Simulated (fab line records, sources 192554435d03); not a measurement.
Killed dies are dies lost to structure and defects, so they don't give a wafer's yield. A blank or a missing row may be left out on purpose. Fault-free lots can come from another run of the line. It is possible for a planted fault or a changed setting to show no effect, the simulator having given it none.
fab line records	flow n5Finfet	part 1 of 2: steps 1 to 19 of 32
[record] lots = 5	wafers = 15	lastDay = 16
route steps=1938 shown HKMG_FIN@453 GATE_CUT@465
lots that met no fault: taken from a fault-free run of the same line
startH: the number of hours between the record's first day and the start of the first shown wafer of the lot	waitH: time in hours since the lot's previous step	" identical to the entry in the row above	L1.1+2: several wafers, shown together as one row	- either no value or no given start	* or withheld: withheld	< > ~ a bound
route shown NAME@n: NAME is a module with steps in the file, n the number in the route of the first one	usual: mean and standard deviation over wafers with no fault	same: alike in all rows	chamber/n: place in a boat	sites: each site's reading	_std_site: standard deviation of those values	_edge_site: outer sites' mean less inner sites'	radiusMm: for every site, how far away it sits from the centre of the wafer	mask NAME#n: copy n	behind: the tool/chamber that last shaped the wafer	hold: why the lot was held/for how many hours/how that ended	device: names the non-switching transistor (n, p or np)	end of line: the route-end tests of the same wafers	a step with no rows: only its recipe	killed: dies that structure and defects cost at the first sort, which is not the same as the wafer's yield	map: shows each die of a wafer: x if killed, . if not, _ if none is there
set.NAME: the setting that was run; set.NAME@STEP: the one run at that earlier step	model.NAME: the simulator's own value behind a step, which no gauge read
a table for each step, a row for each wafer; lots at some steps of the route
services: when a tool's chamber went out of use (startH, in hours from the record's first day, below 0 if earlier), for how many hours, and the reason
[[steps]]
[step N5_HKMG_FIN_WET_ETCH_73]
[recipe] chemistry = SC1	mix = 1:2:40	tempC = 50	timeS = 42.3	targetDepthNm = 1.3	dry = ipaMarangoni	rinseTimeS = 30	rinseTempC = 23
lot.wafer	tool	chamber	startH	waitH
L077.1+4+5	wetBench-03	3,0,7	98.26	0.1
L079.2+3+4	wetBench-01	0,4,3	109.56	0.1
L087.2+4+5	wetBench-01	1,3,7	158.21	0.1
L088.2+3+4	wetBench-06	6,0,7	164.33	0.1
L092.1+5+6	wetBench-01	6,5,3	184.98	0.1
[step N5_HKMG_FIN_ETCHBACK_68]
[recipe] chemistry = Cl2/Ar	stopOn = HfO2	targetDepthA = 5	pressureMtorr = 10	icpW = 600	biasW = 60	Cl2_flow_sccm = 40	Ar_flow_sccm = 60
[usual] drypumpMotorCurrentA = 5.60/0.27	oesProductAu = 0.72/0.068	throttleValvePct = 20.90/0.19
lot.wafer	tool	chamber	startH	waitH	drypumpMotorCurrentA	oesProductAu	rfHoursCounterH	throttleValvePct
L077.1	rieMetal-03	0	98.32	0.0	5.75	0.76	49	20.78
L077.4	"	0	"	"	5.75	0.75	-	20.79
L077.5	"	0	"	"	5.76	0.76	-	20.78
L079.2	rieMetal-02	1	109.62	0.0	5.53	0.64	103	20.80
L079.3	"	0	"	"	5.59	0.80	-	20.82
L079.4	"	1	"	"	5.52	0.64	-	20.79
L087.2	rieMetal-03	0	158.31	0.1	5.74	0.75	-	20.80
L087.4	"	0	"	"	5.75	0.75	-	20.77
L087.5	"	0	"	"	5.75	0.75	-	20.78
L088.2	rieMetal-01	0	164.39	0.0	6.02	0.70	69	20.90
L088.3	"	1	"	"	5.66	0.61	-	21.35
L088.4	"	0	"	"	6.05	0.70	-	20.90
L092.1	rieMetal-02	0	185.04	0.0	5.57	0.79	35	20.83
L092.5	"	0	"	"	5.56	0.79	-	20.84
L092.6	"	1	"	"	5.53	0.63	-	20.81
[step N5_HKMG_FIN_STRIP_69]
[recipe] chemistry = N2/H2	powerW = 2500	tempC = 300	h2Frac = 0.65	timeS = 360	pressureMtorr = withheld	n2FlowSccm = 1750	h2FlowSccm = 3250
[usual] drypumpMotorCurrentA = 5.56/0.3	heaterPowerW = 479/45
lot.wafer	tool	chamber	startH	waitH	drypumpMotorCurrentA	heaterPowerW	rfHoursCounterH
L077.1	plasmaAsher-02	0	98.46	0.1	6.01	394	44
L077.4	"	0	"	"	6.06	408	-
L077.5	"	0	"	"	6.03	398	-
L079.2	plasmaAsher-01	0	109.76	0.1	5.26	521	86
L079.3	"	1	"	"	5.37	484	-
L079.4	"	0	"	"	5.27	506	-
L087.2	plasmaAsher-01	0	158.53	0.2	5.27	526	96
L087.4	"	1	"	"	5.36	493	-
L087.5	"	0	"	"	5.27	512	-
L088.2	plasmaAsher-01	1	164.53	0.1	5.33	510	98
L088.3	"	1	"	"	5.33	495	-
L088.4	"	0	"	"	5.26	523	-
L092.1	plasmaAsher-02	0	185.18	0.1	6.00	403	60
L092.5	"	0	"	"	6.02	400	-
L092.6	"	1	"	"	5.79	484	-
[step N5_HKMG_FIN_ALD_21]
[recipe] material = TiN	targetThkA = 15	tempC = 400	aldPrecursorFamily = TiCl4	aldCoReactant = NH3	pulseTimeS = 1	purgeTimeS = 3	coReactantPurgeTimeS = 2	coReactantPulseTimeS = 2	aldCycles = 68	pressureTorr = 3
[usual] heaterPowerW = 865/110	precursorPulseHeightRel = 1.000/0.021	susceptorTempC = 399.99/0.21
lot.wafer	tool	chamber	startH	waitH	heaterPowerW	precursorPulseHeightRel	susceptorTempC
L077.1	aldMetal-01	0	98.85	0.3	821	0.992	399.64
L077.4	"	0	"	"	799	1.002	400.05
L077.5	"	2	"	"	799	0.980	399.78
L079.2	aldMetal-03	3	110.14	0.3	833	0.990	399.95
L079.3	"	2	"	"	867	1.001	400.09
L079.4	"	1	"	"	774	1.044	399.91
L087.2	aldMetal-03	0	158.91	0.3	815	1.016	399.90
L087.4	"	1	"	"	783	1.009	399.96
L087.5	"	3	"	"	827	0.985	399.90
L088.2	aldMetal-03	3	164.91	0.3	830	0.981	400.03
L088.3	"	2	"	"	878	1.019	399.94
L088.4	"	1	"	"	796	0.985	399.93
L092.1	aldMetal-04	2	185.56	0.3	769	0.989	400.13
L092.5	"	3	"	"	959	0.968	399.36
L092.6	"	2	"	"	763	0.995	400.04
[step N5_HKMG_FIN_ALD_72]
[recipe] material = W	targetThkA = 20	tempC = 300	pressureTorr = 7.5	aldPrecursorFamily = WF6	aldCoReactant = B2H6	pulseTimeS = 1	purgeTimeS = 2	coReactantPurgeTimeS = 2	coReactantPulseTimeS = 3	aldCycles = 7
[usual] heaterPowerW = 484/46	precursorPulseHeightRel = 1.000/0.019	susceptorTempC = 300.00/0.18
lot.wafer	tool	chamber	startH	waitH	heaterPowerW	precursorPulseHeightRel	susceptorTempC
L077.1	cvdW-01	0	99.21	0.2	573	0.980	299.85
L077.4	"	1	"	"	429	0.982	300.32
L077.5	"	0	"	"	572	0.997	299.96
L079.2	cvdW-02	1	110.50	0.2	456	1.003	300.04
L079.3	"	0	"	"	466	0.991	300.09
L079.4	"	1	"	"	467	1.018	300.19
L087.2	cvdW-02	0	159.27	0.2	490	1.019	299.94
L087.4	"	0	"	"	481	0.991	299.96
L087.5	"	1	"	"	471	0.988	300.42
L088.2	cvdW-02	1	165.28	0.2	479	0.990	299.94
L088.3	"	0	"	"	471	1.021	299.89
L088.4	"	1	"	"	480	0.985	300.03
L092.1	cvdW-01	1	185.92	0.2	430	1.011	300.10
L092.5	"	1	"	"	435	1.005	299.88
L092.6	"	0	"	"	567	0.994	299.89
[step N5_HKMG_FIN_W_FILL_22]
[recipe] material = W	targetThkA = 600	tempC = 400	pressureTorr = 39.4	timeS = 18.2
[usual] heaterPowerW = 868/81	susceptorTempC = 400.00/0.22	throttleValvePct = 19.6/1.2
lot.wafer	tool	chamber	startH	waitH	heaterPowerW	susceptorTempC	throttleValvePct
L077.1	cvdW-01	0	99.27	0.0	1037	399.96	20.7
L077.4	"	1	"	"	779	400.47	21.2
L077.5	"	0	"	"	1010	399.95	20.7
L079.2	cvdW-02	1	110.57	0.0	848	399.95	18.9
L079.3	"	0	"	"	841	399.99	18.3
L079.4	"	1	"	"	838	400.18	18.8
L087.2	cvdW-02	0	159.34	0.0	845	399.71	18.3
L087.4	"	0	"	"	842	399.92	18.7
L087.5	"	1	"	"	848	399.97	19.0
L088.2	cvdW-02	1	165.34	0.0	861	399.80	18.8
L088.3	"	0	"	"	841	400.00	18.5
L088.4	"	1	"	"	825	399.89	19.3
L092.1	cvdW-01	1	185.98	0.0	775	399.77	21.8
L092.5	"	1	"	"	780	399.91	21.6
L092.6	"	0	"	"	1040	399.88	21.2
[step N5_HKMG_FIN_PRECLEAN_83]
[recipe] chemistry = DIW	timeS = 57.5	tempC = 23
lot.wafer	tool	chamber	startH	waitH
L077.1+4+5	wetBench-01	7,6,2	99.33	0.0
L079.2+3+4	wetBench-03	2,6,3	110.62	0.0
L087.2+4+5	wetBench-06	0,5,3	159.39	0.0
L088.2+3+4	wetBench-03	2,7,6	165.40	0.0
L092.1+5+6	wetBench-01	0,5,4	186.04	0.0
[step N5_HKMG_FIN_SRD_84]
[recipe] dryTimeS = 32	dry = n2Spin	spinRpm = 1500
lot.wafer	tool	chamber	startH	waitH
L077.1+4+5	wetBench-01	7,6,2	99.35	0.0
L079.2+3+4	wetBench-03	2,6,3	110.64	0.0
L087.2+4+5	wetBench-06	0,5,3	159.41	0.0
L088.2+3+4	wetBench-03	2,7,6	165.41	0.0
L092.1+5+6	wetBench-01	0,5,4	186.06	0.0
[step N5_HKMG_FIN_CMP_23]
[recipe] stopOn = SiNx	tOverpolishS = 10	postCmpClean = rinseOnly	downForcePsi = 4	platenRpm = 50.289	padVelocityMS = 1.0006	targetThkNm = 46.326
[usual] motorCurrentA = 13.1/1.7	overpolishRunS = 9.998/0.0089	timeToEndpointS = 12.0/2.1
lot.wafer	tool	chamber	startH	waitH	motorCurrentA	overpolishRunS	timeToEndpointS
L077.4	cmp-03	2	99.38	0.0	10.8	9.975	9.2
L077.1	"	0	"	"	12.4	10.003	12.7
L077.5	"	3	"	"	11.7	10.000	8.5
L079.2	cmp-02	1	110.68	0.0	13.6	10.011	10.1
L079.3	"	2	"	"	12.4	10.011	14.7
L079.4	"	3	"	"	11.9	9.991	13.6
L087.2	cmp-02	3	159.52	0.1	11.3	9.988	15.0
L087.4	"	0	"	"	10.3	9.989	13.0
L087.5	"	3	"	"	11.9	10.001	13.0
L088.3	cmp-01	1	165.45	0.0	16.0	10.009	11.1
L088.2	"	2	"	"	12.7	10.007	10.0
L088.4	"	3	"	"	13.4	9.999	11.7
L092.1	cmp-01	1	186.25	0.2	14.1	9.984	8.2
L092.5	"	3	"	"	13.3	10.005	8.7
L092.6	"	0	"	"	14.7	9.995	10.4
[step N5_HKMG_FIN_CMP_94]
[recipe] stopOn = SiNx	postCmpClean = wDiluteNh4oh	tOverpolishS = 4.7	downForcePsi = 4	platenRpm = 50.289	padVelocityMS = 1.0006	targetThkNm = 43.299
[usual] motorCurrentA = 13.0/1.6
lot.wafer	tool	chamber	startH	waitH	motorCurrentA
L077.4	cmp-03	2	99.86	0.4	11.0
L077.1	"	0	"	"	12.3
L077.5	"	3	"	"	11.5
L079.2	cmp-02	1	111.16	0.4	13.0
L079.3	"	2	"	"	12.7
L079.4	"	3	"	"	10.9
L087.2	cmp-02	3	159.95	0.3	11.6
L087.4	"	0	"	"	10.7
L087.5	"	3	"	"	11.5
L088.3	cmp-01	1	165.93	0.4	14.1
L088.2	"	2	"	"	12.9
L088.4	"	3	"	"	13.0
L092.1	cmp-01	1	186.63	0.3	14.5
L092.5	"	3	"	"	13.5
L092.6	"	0	"	"	15.5
[step N5_HKMG_FIN_INSPECT_28]
[recipe] inspectInstrument = darkfield	mode = postCmp
[usual] rawDefectCount = 38/16
lot.wafer	tool	chamber	startH	waitH	rawDefectCount
L077.1	defectInspect-02	-	100.09	0.0	30
L077.4	"	-	"	"	66
L077.5	"	-	"	"	75
L079.2	defectInspect-02	-	111.39	0.0	35
L079.3	"	-	"	"	48
L079.4	"	-	"	"	38
L087.2	defectInspect-01	-	160.16	0.0	39
L087.4	"	-	"	"	30
L087.5	"	-	"	"	19
L088.2	defectInspect-02	-	166.16	0.0	37
L088.3	"	-	"	"	36
L088.4	"	-	"	"	35
L092.1	defectInspect-01	-	186.80	0.0	14
L092.5	"	-	"	"	28
L092.6	"	-	"	"	16
[step N5_GATE_CUT_ETCHBACK_00]
[recipe] chemistry = SF6/Cl2	target = W	pressureMtorr = 8	icpW = 900	biasW = 80	SF6_flow_sccm = 40	Cl2_flow_sccm = 60
[usual] SF6_flow_sccm = 40.01/0.11	drypumpMotorCurrentA = 5.54/0.29	oesProductAu = 0.74/0.062	throttleValvePct = 27.51/0.14
lot.wafer	tool	chamber	startH	waitH	SF6_flow_sccm	drypumpMotorCurrentA	oesProductAu	rfHoursCounterH	throttleValvePct
L077.1	rieMetal-03	1	100.13	0.0	39.88	5.11	0.78	31	27.48
L077.4	"	1	"	"	39.95	5.12	0.78	-	27.47
L077.5	"	1	"	"	40.13	5.13	0.78	-	27.48
L079.2	rieMetal-02	1	111.43	0.0	39.87	5.52	0.65	103	27.39
L079.3	"	1	"	"	39.90	5.51	0.64	-	27.38
L079.4	"	0	"	"	39.92	5.58	0.82	-	27.44
L087.2	rieMetal-01	0	160.19	0.0	40.05	6.05	0.72	69	27.42
L087.4	"	0	"	"	40.16	6.01	0.72	-	27.41
L087.5	"	0	"	"	40.14	6.01	0.71	-	27.43
L088.2	rieMetal-03	0	166.19	0.0	39.81	5.73	0.76	54	27.55
L088.3	"	0	"	"	40.22	5.75	0.76	-	27.54
L088.4	"	1	"	"	40.04	5.14	0.77	-	27.48
L092.1	rieMetal-01	0	186.84	0.0	40.10	6.03	0.72	71	27.44
L092.5	"	0	"	"	40.13	6.02	0.71	-	27.44
L092.6	"	0	"	"	40.07	6.03	0.71	-	27.43
[step N5_GATE_CUT_ETCH_56]
[recipe] chemistry = Cl2/Ar	target = TiN	targetDepthA = 216	pressureMtorr = 10	icpW = 600	biasW = 60	Cl2_flow_sccm = 40	Ar_flow_sccm = 60
[usual] drypumpMotorCurrentA = 5.54/0.29	oesProductAu = 0.74/0.06	throttleValvePct = 20.83/0.13
lot.wafer	tool	chamber	startH	waitH	drypumpMotorCurrentA	oesProductAu	rfHoursCounterH	throttleValvePct
L077.1	rieMetal-03	1	100.25	0.1	5.14	0.79	31	20.81
L077.4	"	1	"	"	5.15	0.78	-	20.79
L077.5	"	1	"	"	5.13	0.78	-	20.79
L079.2	rieMetal-02	1	111.55	0.1	5.56	0.65	103	20.78
L079.3	"	1	"	"	5.55	0.65	-	20.77
L079.4	"	0	"	"	5.59	0.83	-	20.79
L087.2	rieMetal-01	0	160.31	0.1	6.00	0.72	69	20.85
L087.4	"	0	"	"	6.02	0.71	-	20.88
L087.5	"	0	"	"	6.04	0.72	-	20.87
L088.2	rieMetal-03	0	166.31	0.1	5.75	0.76	54	20.79
L088.3	"	0	"	"	5.73	0.76	-	20.79
L088.4	"	1	"	"	5.16	0.78	-	20.81
L092.1	rieMetal-01	0	187.08	0.2	6.01	0.71	72	20.89
L092.5	"	0	"	"	6.01	0.70	-	20.89
L092.6	"	0	"	"	6.02	0.70	-	20.90
[step N5_GATE_CUT_ETCHBACK_30]
[recipe] chemistry = Cl2/Ar	target = TiN	targetDepthA = 30	mode = isotropic	pressureMtorr = 10	icpW = 600	biasW = 60	Cl2_flow_sccm = 40	Ar_flow_sccm = 60
[usual] drypumpMotorCurrentA = 5.55/0.28	oesProductAu = 0.74/0.06	throttleValvePct = 20.84/0.13
lot.wafer	tool	chamber	startH	waitH	drypumpMotorCurrentA	oesProductAu	rfHoursCounterH	throttleValvePct
L077.1	rieMetal-03	1	100.34	0.1	5.14	0.79	31	20.80
L077.4	"	1	"	"	5.15	0.79	-	20.81
L077.5	"	1	"	"	5.13	0.78	-	20.80
L079.2	rieMetal-02	1	111.64	0.1	5.52	0.64	103	20.78
L079.3	"	1	"	"	5.51	0.65	-	20.76
L079.4	"	0	"	"	5.58	0.82	-	20.80
L087.2	rieMetal-01	0	160.40	0.1	6.01	0.71	69	20.89
L087.4	"	0	"	"	6.02	0.71	-	20.88
L087.5	"	0	"	"	6.01	0.71	-	20.89
L088.2	rieMetal-03	0	166.40	0.1	5.74	0.76	54	20.77
L088.3	"	0	"	"	5.74	0.76	-	20.80
L088.4	"	1	"	"	5.13	0.78	-	20.80
L092.1	rieMetal-01	0	187.26	0.1	6.01	0.71	72	20.89
L092.5	"	0	"	"	5.99	0.71	-	20.89
L092.6	"	0	"	"	6.03	0.70	-	20.89
[step N5_GATE_CUT_VAPOR_ETCH_60]
[recipe] chemistry = BCl3/Cl2	target = HfO2	mode = isotropic
[usual] drypumpMotorCurrentA = 5.54/0.29	oesProductAu = 0.74/0.061
lot.wafer	tool	chamber	startH	waitH	drypumpMotorCurrentA	oesProductAu
L077.1	rieMetal-03	1	100.37	0.0	5.11	0.79
L077.4	"	1	"	"	5.11	0.79
L077.5	"	1	"	"	5.13	0.78
L079.2	rieMetal-02	1	111.67	0.0	5.50	0.64
L079.3	"	1	"	"	5.52	0.64
L079.4	"	0	"	"	5.56	0.81
L087.2	rieMetal-01	0	160.43	0.0	6.03	0.72
L087.4	"	0	"	"	6.00	0.72
L087.5	"	0	"	"	6.03	0.71
L088.2	rieMetal-03	0	166.43	0.0	5.74	0.76
L088.3	"	0	"	"	5.72	0.76
L088.4	"	1	"	"	5.12	0.77
L092.1	rieMetal-01	0	187.32	0.1	6.00	0.71
L092.5	"	0	"	"	5.99	0.71
L092.6	"	0	"	"	6.01	0.71
[step N5_GATE_CUT_ETCH_58]
[recipe] chemistry = CH3F/O2	target = SiNx	targetDepthA = 170	timeS = 128.6	ionEnergyEv = 50	pressureMtorr = 30	sourceW = 415	biasW = 21	Ar_flow_sccm = 150	CH3F_flow_sccm = 30	O2_flow_sccm = 20
[usual] CH3F_flow_sccm = 29.99/0.089	drypumpMotorCurrentA = 5.8/0.54	oesProductAu = 0.80/0.079	rfVppV = 99.1/0.93	showerheadPlenumPTorr = 2.02/0.056	throttleValvePct = 16.32/0.28
lot.wafer	tool	chamber	startH	waitH	CH3F_flow_sccm	drypumpMotorCurrentA	oesProductAu	rfHoursCounterH	rfVppV	showerheadPlenumPTorr	throttleValvePct
L077.1	rieDiel-05	2	100.42	0.0	30.09	5.2	0.76	149	98.3	2.00	16.15
L077.4	"	2	"	"	29.94	5.2	0.76	-	97.6	2.00	16.14
L077.5	"	3	"	"	29.89	6.3	0.83	-	100.7	2.03	16.64
L079.2	rieDiel-01	1	111.72	0.0	29.83	5.5	0.90	50	99.3	2.03	15.81
L079.3	"	1	"	"	29.94	5.5	0.89	-	100.2	2.03	15.80
L079.4	"	0	"	"	29.90	6.7	0.89	-	100.1	2.11	16.13
L087.2	rieDiel-04	3	160.48	0.0	29.97	5.4	0.69	237	99.4	2.05	16.29
L087.4	"	1	"	"	30.04	5.6	0.78	108	99.0	2.02	16.31
L087.5	"	2	"	"	29.89	6.4	0.75	-	97.8	1.94	16.73
L088.2	rieDiel-04	0	166.52	0.1	30.01	6.5	0.71	226	100.1	2.05	16.50
L088.3	"	1	"	"	30.08	5.6	0.78	110	99.3	2.02	16.31
L088.4	"	3	"	"	30.02	5.4	0.69	239	98.9	2.05	16.29
L092.1	rieDiel-05	0	187.44	0.1	30.11	5.7	0.79	105	99.7	2.10	16.03
L092.5	"	0	"	"	29.96	5.7	0.80	-	99.0	2.10	16.05
L092.6	"	1	"	"	30.02	5.8	0.73	-	98.0	1.92	16.56
[step N5_GATE_CUT_STRIP_59]
[recipe] chemistry = N2/H2	timeS = 20	powerW = 100	tempC = 40	pressureMtorr = 100	rfFrequencyHz = 6e+07	biasPowerW = 3	n2FlowSccm = 300	h2FlowSccm = 300
[usual] drypumpMotorCurrentA = 5.9/0.54	oesProductAu = 0.80/0.079	rfVppV = 45.2/0.88	showerheadPlenumPTorr = 3.41/0.11	throttleValvePct = 12.21/0.24
lot.wafer	tool	chamber	startH	waitH	drypumpMotorCurrentA	oesProductAu	rfHoursCounterH	rfVppV	showerheadPlenumPTorr	throttleValvePct
L077.1	rieDiel-05	2	100.52	0.1	5.2	0.76	149	45.1	3.39	12.10
L077.4	"	2	"	"	5.2	0.75	-	44.3	3.39	12.12
L077.5	"	3	"	"	6.3	0.82	-	44.4	3.40	12.39
L079.2	rieDiel-01	1	111.87	0.1	5.5	0.91	50	44.2	3.44	11.77
L079.3	"	1	"	"	5.5	0.90	-	44.1	3.44	11.77
L079.4	"	0	"	"	6.8	0.90	-	44.8	3.60	12.00
L087.2	rieDiel-04	3	160.58	0.1	5.4	0.68	237	45.2	3.46	12.28
L087.4	"	1	"	"	5.6	0.80	108	43.7	3.42	12.32
L087.5	"	2	"	"	6.5	0.75	-	44.0	3.26	12.42
L088.2	rieDiel-04	0	166.62	0.1	6.5	0.70	226	45.6	3.49	12.53
L088.3	"	1	"	"	5.6	0.79	110	45.1	3.42	12.31
L088.4	"	3	"	"	5.4	0.69	239	45.9	3.46	12.27
L092.1	rieDiel-05	0	187.54	0.1	5.7	0.80	105	45.4	3.54	11.96
L092.5	"	0	"	"	5.7	0.79	-	47.0	3.54	11.95
L092.6	"	1	"	"	5.8	0.74	-	45.2	3.24	12.43
[step N5_GATE_CUT_PRECLEAN_31]
[recipe] tempC = 23	chemistry = DIW	timeS = 300
lot.wafer	tool	chamber	startH	waitH
L077.1+4+5	wetBench-04	6,7,5	100.60	0.1
L079.2+3+4	wetBench-04	2,7,5	111.98	0.1
L087.2+4+5	wetBench-05	4,0,1	160.67	0.1
L088.2+3+4	wetBench-02	2,3,5	166.71	0.1
L092.1+5+6	wetBench-04	6,2,3	187.63	0.1
[step N5_GATE_CUT_SRD_32]
[recipe] timeS = 30	tempC = 23	rinseLiquid = diw	dry = ipaMarangoni
lot.wafer	tool	chamber	startH	waitH
L077.1+4+5	wetBench-04	6,7,5	100.69	0.0
L079.2+3+4	wetBench-04	2,7,5	112.07	0.0
L087.2+4+5	wetBench-05	4,0,1	160.75	0.0
L088.2+3+4	wetBench-02	2,3,5	166.79	0.0
L092.1+5+6	wetBench-04	6,2,3	187.71	0.0
